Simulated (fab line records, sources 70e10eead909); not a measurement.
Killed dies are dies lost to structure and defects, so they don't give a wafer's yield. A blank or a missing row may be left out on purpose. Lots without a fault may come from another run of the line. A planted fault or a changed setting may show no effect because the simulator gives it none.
fab line records | flow nand_harc
record lots=13 wafers=39 last_day=24
route steps=1159 shown A_M0@1019 A_M1@1041 END@1159
lots that met no fault: from a run of the same line without faults
start_h: hours from the record's first day to the start of the lot's first wafer shown | wait_h: hours since the lot's step before | " the same as in the row above | L1.1+2: a row that stands for several wafers | - no value, or no start given | * or withheld: withheld | < > ~ a bound
route shown NAME@n: a module of which the file shows steps, and the number in the route of the first | usual: mean/standard deviation of fault-free wafers | same: alike in all rows | chamber/n: place in a boat | sites: the reading at each site | _std_site: their standard deviation | _edge_site: outer sites' mean less inner sites' | radius_mm: how far each site lies from the wafer's centre | mask NAME#n: copy n | behind: the tool/chamber that last shaped the wafer | hold: why the lot was held/for how many hours/how that ended | device: the transistor (n, p or np) that didn't switch | end of line: the same wafers' tests at the end of the route | a step without rows: its recipe alone | killed: dies lost to structure and defects at the first sort, not the wafer's yield | map: a wafer's dies, x killed, . not, _ none there
set.NAME: the setting as run; set.NAME@STEP: as run at that earlier step | model.NAME: the simulator's own value behind a step, which no gauge read
steps of the route over a sample of lots; a table a step, a row a wafer
services: from which hour (start_h, from the record's first day; less than 0 if before it) a tool's chamber was out of use, for how many hours, and why
## steps
# step NHARC_A_M0_CMP_23
# recipe t_overpolish_s=20 target_thk_nm=113.75
# usual motor_current_A=12.2/0.94 time_to_endpoint_s=27/3.5
# same t_overpolish_s=20
# columns lot.wafer tool chamber start_h wait_h motor_current_A time_to_endpoint_s
L441.3 cmp-04 0 406.00 - 12.4 32
L441.4 " 1 " " 13.2 27
L441.2 " 2 " " 11.2 31
L442.2 cmp-01 1 407.96 - 13.8 28
L442.4 " 3 " " 11.4 25
L442.1 " 0 " " 12.9 34
L446.1 cmp-04 1 431.37 - 13.7 24
L446.2 " 2 " " 12.0 32
L446.6 " 1 " " 13.2 26
L447.2 cmp-02 3 445.05 - 13.3 22
L447.3 " 1 " " 10.9 25
L447.5 " 0 " " 11.4 27
L449.2 cmp-01 0 452.09 - 12.7 35
L449.5 " 1 " " 13.8 26
L449.6 " 2 " " 10.9 28
L450.1 cmp-04 0 452.87 - 12.1 33
L450.4 " 3 " " 11.2 28
L450.5 " 1 " " 13.7 29
L451.3 cmp-01 1 467.65 - 13.5 23
L451.2 " 2 " " 11.9 25
L451.6 " 2 " " 11.2 24
L454.4 cmp-01 3 468.07 - 11.3 22
L454.1 " 0 " " 12.9 33
L454.5 " 0 " " 12.0 32
L453.2 cmp-04 2 468.51 - 11.0 27
L453.3 " 0 " " 12.6 30
L453.4 " 1 " " 13.6 28
L460.1 cmp-02 2 507.38 - 12.6 26
L460.4 " 0 " " 12.8 29
L460.6 " 2 " " 12.5 30
L459.1 cmp-01 0 507.90 - 12.6 27
L459.5 " 1 " " 13.1 22
L459.6 " 2 " " 11.2 24
L458.2 cmp-02 0 516.59 - 11.7 27
L458.1 " 1 " " 10.8 25
L458.4 " 2 " " 12.8 23
L463.3 cmp-01 1 535.55 - 12.7 27
L463.2 " 3 " " 11.7 24
L463.5 " 1 " " 13.7 28
# step NHARC_A_M0_THK_MEAS_24
# recipe thk_meas_gauge=xrf
# usual thk_nm=113.5/1.6
# columns lot.wafer tool chamber start_h wait_h thk_nm
L441.2 film_metro-02 - 406.32 - 117.1
L441.3 " - " " 117.2
L441.4 " - " " 113.6
L442.1 film_metro-01 - 408.29 - 115.4
L442.2 " - " " 114.5
L442.4 " - " " 111.5
L446.1 film_metro-01 - 431.68 - 113.1
L446.2 " - " " 114.5
L446.6 " - " " 112.4
L447.2 film_metro-02 - 445.37 - 112.5
L447.3 " - " " 112.3
L447.5 " - " " 113.2
L449.2 film_metro-02 - 452.32 - 115.3
L449.5 " - " " 112.0
L449.6 " - " " 110.6
L450.1 film_metro-01 - 453.18 - 115.2
L450.4 " - " " 113.7
L450.5 " - " " 114.0
L451.2 film_metro-02 - 467.96 - 111.0
L451.3 " - " " 112.2
L451.6 " - " " 112.8
L454.1 film_metro-01 - 468.39 - 116.1
L454.4 " - " " 111.8
L454.5 " - " " 114.6
L453.2 film_metro-01 - 468.83 - 112.8
L453.3 " - " " 114.9
L453.4 " - " " 113.3
L460.1 film_metro-01 - 507.69 - 111.8
L460.4 " - " " 113.4
L460.6 " - " " 115.0
L459.1 film_metro-01 - 508.13 - 113.9
L459.5 " - " " 113.6
L459.6 " - " " 113.2
L458.1 film_metro-02 - 516.87 - 114.2
L458.2 " - " " 112.7
L458.4 " - " " 114.5
L463.2 film_metro-01 - 535.86 - 111.4
L463.3 " - " " 113.9
L463.5 " - " " 112.1
# step NHARC_A_M0_PRE_CLEAN_31
# recipe time_s=12 temp_c=370 rf_power_w=300 gas=NH3
# usual heater_power_w=615/67
# columns lot.wafer tool chamber start_h wait_h heater_power_w
L441.2 pecvd-01 1 406.61 0.1 674
L441.3 " 2 " " 672
L441.4 " 2 " " 646
L442.2 pecvd-01 1 408.51 0.1 747
L442.1 " 0 " " 637
L442.4 " 1 " " 743
L446.2 pecvd-01 0 431.95 0.1 585
L446.1 " 1 " " 623
L446.6 " 0 " " 597
L447.3 pecvd-03 0 445.59 0.1 609
L447.2 " 2 " " 625
L447.5 " 0 " " 587
L449.2 pecvd-03 2 452.57 0.1 573
L449.5 " 1 " " 656
L449.6 " 2 " " 549
L450.1 pecvd-03 1 453.41 0.1 664
L450.4 " 1 " " 655
L450.5 " 2 " " 586
L451.3 pecvd-01 1 468.22 0.1 623
L451.2 " 2 " " 553
L451.6 " 1 " " 625
L454.1 pecvd-01 1 468.63 0.1 738
L454.5 " 0 " " 622
L454.4 " 2 " " 665
L453.2 pecvd-03 0 469.05 0.1 560
L453.3 " 2 " " 632
L453.4 " 2 " " 632
L460.1 pecvd-03 2 508.20 0.4 622
L460.4 " 0 " " 695
L460.6 " 1 " " 593
L459.1 pecvd-01 2 508.47 0.2 607
L459.6 " 2 " " 605
L459.5 " 1 " " 721
L458.2 pecvd-03 2 517.20 0.2 581
L458.1 " 0 " " 686
L458.4 " 2 " " 589
L463.3 pecvd-02 0 536.09 0.1 540
L463.2 " 2 " " 645
L463.5 " 2 " " 634
# step NHARC_A_M1_ETCH_15
# recipe target_depth_a=1825 time_s=91.2 c4f8_flow_sccm=withheld ar_flow_sccm=400 rf_w=600 bias_w=300 chemistry=C4F8/Ar
# usual bias_w=300.1/0.92 chamber_pressure_mTorr=24.998/0.023 oes_product_au=0.948/0.025 rf_vpp_V=440.7/2.3
# columns lot.wafer tool chamber start_h wait_h bias_w chamber_pressure_mTorr oes_product_au rf_hours_counter_h rf_vpp_V
L441.3 rie_diel-10 2 408.26 - 299.7 24.979 0.970 1.0 442.3
L441.2 " 3 " " 300.2 25.010 0.964 1.0 444.2
L441.4 " 1 " " 301.0 24.997 0.965 1.1 441.4
L442.2 rie_diel-10 0 410.21 - 300.2 24.993 0.980 1.3 436.4
L442.4 " 1 " " 300.4 24.996 0.957 1.2 439.3
L442.1 " 2 " " 300.2 25.019 0.954 1.1 441.4
L446.1 rie_diel-12 0 433.65 - 299.3 24.969 0.941 3.8 439.7
L446.2 " 1 " " 300.6 24.956 0.967 3.6 441.3
L446.6 " 0 " " 299.8 25.027 0.934 - 439.7
L447.2 rie_diel-02 2 447.28 - 300.3 25.002 0.975 8.2 438.4
L447.3 " 1 " " 300.4 25.025 0.975 8.6 439.0
L447.5 " 3 " " 300.3 24.982 0.967 - 440.2
L449.2 rie_diel-12 0 454.15 - - - - - -
L449.5 " 2 " " - - - - -
L449.6 " 3 " " - - - - -
L450.4 rie_diel-12 1 454.97 - - - - - -
L450.1 " 3 " " - - - - -
L450.5 " 1 " " - - - - -
L451.2 rie_diel-12 0 469.89 - - - - - -
L451.3 " 2 " " - - - - -
L451.6 " 0 " " - - - - -
L454.1 rie_diel-02 0 470.32 - 301.0 25.022 0.990 5.9 443.4
L454.4 " 1 " " 300.4 25.015 0.962 9.7 439.6
L454.5 " 3 " " 301.8 25.004 0.982 - 438.6
L453.2 rie_diel-10 1 470.78 - 301.4 25.039 0.928 2.8 441.4
L453.4 " 2 " " 300.9 24.986 0.922 2.4 441.6
L453.3 " 3 " " 300.6 25.007 0.906 2.5 444.9
L460.4 rie_diel-10 1 509.87 - 300.5 25.018 0.925 3.5 440.9
L460.1 " 3 " " 299.6 24.978 0.920 3.2 443.8
L460.6 " 1 " " 301.5 25.014 0.921 - 440.8
L459.1 rie_diel-12 3 510.15 - 301.1 25.025 0.940 8.5 438.7
L459.6 " 2 " " 298.7 24.981 0.933 - 444.6
L459.5 " 3 " " 299.6 25.018 0.936 - 439.1
L458.2 rie_diel-12 0 519.07 - 298.9 24.998 0.939 8.9 439.5
L458.1 " 1 " " 301.3 24.988 0.983 8.7 442.8
L458.4 " 2 " " 299.0 25.025 0.994 8.7 445.2
L463.2 rie_diel-12 2 537.76 - 298.4 25.027 0.934 9.2 445.7
L463.3 " 1 " " 298.9 24.966 0.932 9.2 439.5
L463.5 " 2 " " 299.5 24.981 0.936 - 443.9
# step NHARC_END_SORT_01
# recipe temp_c=25
# usual defect_limited_yield=96.0/1.3 killed_at_array=24/8.4 killed_at_other=0.7/1.1 killed_at_periphery=2.9/1.7 killed_dies=27/8.6 killed_open=3.3/1.8 killed_short=1.8/1.4 sort_bin_2_pct=1.3/0.56 sort_bin_3_pct=0.19/0.18 sort_bin_4_pct=2.6/0.84 sort_n_pass=650/8.6 sort_rim_yield_pct=96.1/2.3 sort_yield_pct=96.0/1.3
# same gross_dies=677 sort_bin_5_pct[%]=0 sort_bin_6_pct[%]=0 sort_bin_7_pct[%]=0 sort_bin_8_pct[%]=0 sort_rim_n_gross=106.00
# columns lot.wafer tool chamber start_h wait_h defect_limited_yield[%] killed_at_array killed_at_other killed_at_periphery killed_dies killed_open killed_short sort_bin_2_pct[%] sort_bin_3_pct[%] sort_bin_4_pct[%] sort_n_pass sort_rim_yield_pct[%] sort_yield_pct[%]
L447.2 prober-02 0 482.58 2.8 93.5 40 4 0 44 3 2 1.6 0.59 4.3 633 95.3 93.5
L447.3 prober-02 0 483.39 3.1 94.5 37 0 0 37 3 2 1.9 0.44 3.1 640 99.1 94.5
L447.5 prober-02 0 484.99 3.7 94.1 37 1 2 40 0 4 1.8 0.15 4.0 637 95.3 94.1
L450.1 prober-02 0 489.62 2.5 0 673 1 3 677 3 1 95.9 0 4.1 0 0 0
L450.4 prober-02 0 492.03 3.4 0 675 0 2 677 5 4 97.3 0.15 2.5 0 0 0
L450.5 prober-02 0 492.84 3.7 0 671 0 6 677 8 5 96.2 0.44 3.4 0 0 0
L449.2 prober-01 0 489.64 2.8 0 676 0 1 677 4 4 97.0 0.15 2.8 0 0 0
L449.5 prober-01 0 492.06 3.7 0 671 0 6 677 1 2 97.2 0.44 2.4 0 0 0
L449.6 prober-01 0 492.86 4.0 0 675 0 2 677 6 0 96.6 0.15 3.2 0 0 0
L451.2 prober-02 0 508.69 2.8 0 672 1 4 677 4 0 97.6 0 2.4 0 0 0
L451.3 prober-02 0 509.49 3.1 0 674 0 3 677 1 0 97.2 0.15 2.7 0 0 0
L451.6 prober-02 0 511.89 4.0 0 675 0 2 677 5 0 97.2 0 2.8 0 0 0
# killed by level:class
L447.2 A_CHANNEL_HOLE_D1:chamber_film_flake=14 A_SLIT:chamber_film_flake=10 A_CONTACT:chamber_film_flake=5 A_STAIRCASE:chamber_film_flake=3 THIN_TSV:chamber_film_flake=3 A_WL_FILL:geometric_particle:short=2 A_BONDPAD:chamber_film_flake=2 A_CONTACT:geometric_particle:open=1
L447.3 A_CHANNEL_HOLE_D1:chamber_film_flake=17 A_STAIRCASE:chamber_film_flake=6 A_SLIT:chamber_film_flake=6 A_WL_FILL:geometric_particle:short=2 A_WL_FILL:geometric_particle:open=2 A_BONDPAD:chamber_film_flake=2 A_CONTACT:geometric_particle:open=1 A_ZERO_WELL:chamber_film_flake=1
L447.5 A_CHANNEL_HOLE_D1:chamber_film_flake=12 A_SLIT:chamber_film_flake=8 A_CONTACT:chamber_film_flake=5 A_STAIRCASE:chamber_film_flake=4 A_ONON_D1:geometric_particle:short=2 P_M1:chamber_film_flake=2 A_BONDPAD:chamber_film_flake=2 A_SOURCE_PLATE:geometric_particle:short=1
L450.1 A_M1:area_etch=637 A_SLIT:chamber_film_flake=14 A_STAIRCASE:chamber_film_flake=9 A_CONTACT:chamber_film_flake=6 A_CONTACT:geometric_particle:open=2 P_ZERO_WELL:chamber_film_flake=2 A_WL_FILL:chamber_film_flake=2 P_GATE:geometric_particle:short=1
L449.2 A_M1:area_etch=649 A_CHANNEL_HOLE_D1:chamber_film_flake=12 A_CONTACT:chamber_film_flake=5 A_CONTACT:geometric_particle:short=2 A_CONTACT:geometric_particle:open=2 A_STAIRCASE:chamber_film_flake=2 P_CONTACT:geometric_particle:open=1 A_CHANNEL_FILL_D1:geometric_particle:short=1
L450.4 A_M1:area_etch=649 A_SLIT:chamber_film_flake=7 A_CHANNEL_HOLE_D1:chamber_film_flake=5 A_STAIRCASE:chamber_film_flake=3 A_CHANNEL_HOLE_D1:geometric_particle:open=2 A_ZERO_WELL:chamber_film_flake=2 P_M0:geometric_particle:open=1 A_CHANNEL_HOLE_D1:geometric_particle:short=1
L449.5 A_M1:area_etch=643 A_CHANNEL_HOLE_D1:chamber_film_flake=17 A_CONTACT:chamber_film_flake=5 A_STAIRCASE:chamber_film_flake=4 P_M0:geometric_particle:short=2 P_GATE:chamber_film_flake=2 A_WL_FILL:chamber_film_flake=2 P_CONTACT:geometric_particle:open=1
L450.5 A_M1:area_etch=638 A_SLIT:chamber_film_flake=15 A_STAIRCASE:chamber_film_flake=4 P_M0:geometric_particle:open=3 A_CHANNEL_HOLE_D1:chamber_film_flake=3 P_M0:geometric_particle:short=2 A_CONTACT:geometric_particle:open=2 A_CONTACT:chamber_film_flake=2
L449.6 A_M1:area_etch=641 A_CHANNEL_HOLE_D1:chamber_film_flake=21 A_CONTACT:geometric_particle:open=4 A_M0:geometric_particle:open=2 A_STAIRCASE:chamber_film_flake=2 A_WL_FILL:chamber_film_flake=2 A_CONTACT:chamber_film_flake=2 P_STI:chamber_film_flake=1
L451.2 A_M1:area_etch=655 A_SLIT:chamber_film_flake=5 A_CONTACT:chamber_film_flake=4 A_CHANNEL_HOLE_D1:chamber_film_flake=3 A_CONTACT:geometric_particle:open=2 P_GATE:chamber_film_flake=2 P_M2:chamber_film_flake=2 A_CHANNEL_FILL_D1:chamber_film_flake=2
L451.3 A_M1:area_etch=652 A_SLIT:chamber_film_flake=11 A_CONTACT:chamber_film_flake=4 A_CHANNEL_HOLE_D1:chamber_film_flake=3 A_CHANNEL_FILL_D1:chamber_film_flake=2 A_STAIRCASE:chamber_film_flake=2 P_CONTACT:geometric_particle:open=1 P_STI:chamber_film_flake=1
L451.6 A_M1:area_etch=654 A_SLIT:chamber_film_flake=7 A_CONTACT:chamber_film_flake=5 A_CHANNEL_HOLE_D1:geometric_particle:open=2 A_CHANNEL_HOLE_D1:chamber_film_flake=2 A_STAIRCASE:chamber_film_flake=2 A_CONTACT:geometric_particle:open=1 A_BLC:geometric_particle:open=1
## services
# columns tool chamber start_h hours kind
pecvd-01 - 392.67 6.3 repair
cmp-01 - 393.03 0.5 repair
cmp-04 - 399.20 4.0 pm
pecvd-02 2 403.67 6.9 repair
cmp-01 - 406.53 0.5 repair
pecvd-02 2 411.58 6.3 repair
pecvd-01 - 418.00 13.0 pm
rie_diel-12 2 418.88 7.6 repair
cmp-01 - 420.98 1.8 repair
cmp-02 - 424.44 1.6 repair
cmp-02 - 441.75 1.7 repair
cmp-02 - 467.01 4.0 pm
pecvd-03 - 473.06 13.0 pm
cmp-01 - 474.13 4.0 pm
rie_diel-02 - 484.05 3.1 repair
cmp-04 - 497.20 4.0 pm
rie_diel-12 - 499.11 0.5 repair
rie_diel-02 - 504.97 9.0 pm
pecvd-03 1 508.97 11.0 repair
rie_diel-10 0 528.39 5.6 repair
rie_diel-10 - 530.50 9.0 pm
cmp-04 - 533.62 0.8 repair
pecvd-01 - 533.65 1.1 repair
cmp-02 - 535.21 0.8 repair
## key
first_sign step=NHARC_A_M1_ETCH_15 reading=tool_record direction=missing
effect step=NHARC_END_SORT_01 reading=sort_bin_2_pct direction=up sigmas=99+ usual=1.3 struck=96.9
more_kills_born_at NHARC_A_M1_ETCH_15@rie_diel-12=5817
met_at NHARC_A_M1_ETCH_15
struck_lots L449,L450,L451
later_rows_left_out L449.2,L449.5,L449.6,L450.1,L450.4,L450.5,L451.2,L451.3,L451.6
not_acting_at NHARC_A_M0_CMP_23,NHARC_A_M0_THK_MEAS_24,NHARC_A_M0_PRE_CLEAN_31
onset_between 433.65 454.15
fault kind=skipped_step_whole tool=rie_diel-12 chamber=- onset_h=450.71 steps=NHARC_A_M1_ETCH_15 scope=struck_lots_only
# later_rows_left_out: the simulator's readings of these wafers behind a module that went badly wrong aren't trusted and aren't shown, but for the sort
